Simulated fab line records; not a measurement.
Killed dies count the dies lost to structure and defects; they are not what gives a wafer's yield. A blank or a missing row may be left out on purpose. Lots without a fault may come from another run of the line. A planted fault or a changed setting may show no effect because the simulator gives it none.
Matching of chambers ; flow nandHarc ; NHARC_A_M0_CMP_23 on cmp-02: 4 sister chambers
The step polishes, t overpolish 20 s, target thk 113.75 nm. 4 wafers are shown with their chamber, then 8 later ones without.

EACH WAFER AND ITS CHAMBER
wafer;chamber;motorCurrentA (A)
L076.1;3;11.4
L088.3;0;11.8
L091.6;1;14.0
L092.3;2;12.0

WAFERS WHOSE CHAMBER IS MISSING
wafer;motorCurrentA (A)
L092.4;12.4
L092.6;12.3
L093.1;11.7
L093.4;14.0
L093.6;11.8
L094.1;11.5
L094.3;11.6
L094.4;11.2

WHICH CHAMBER EACH ONE RAN IN
wafer;from the rows above;in truth
L092.4;can't be placed: 2 or 0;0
L092.6;can't be placed: 2 or 0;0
L093.1;can't be placed: 0 or 3 or 2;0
L093.4;1;1
L093.6;can't be placed: 0 or 2 or 3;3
L094.1;can't be placed: 3 or 0 or 2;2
L094.3;can't be placed: 3 or 0 or 2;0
L094.4;can't be placed: 3 or 0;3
Correct placement for 1 of the 8. Can't be placed from these rows: 7 (the true chamber is among the candidates in 7). Wrongly placed: 0.
How it was worked out, from the rows above alone: a wafer's distance from a chamber is the root of the sum, over the readings, of the square of ((its reading less the chamber's mean) divided by the reading's scatter). If the next closest chamber is less than 2 further off than the closest, the wafer can't be placed; otherwise it belongs to the closest. Each chamber's mean is taken over the wafers shown for it. The scatter: root of mean squared gap, hidden wafer to nearest shown wafer, with one shown wafer a chamber.
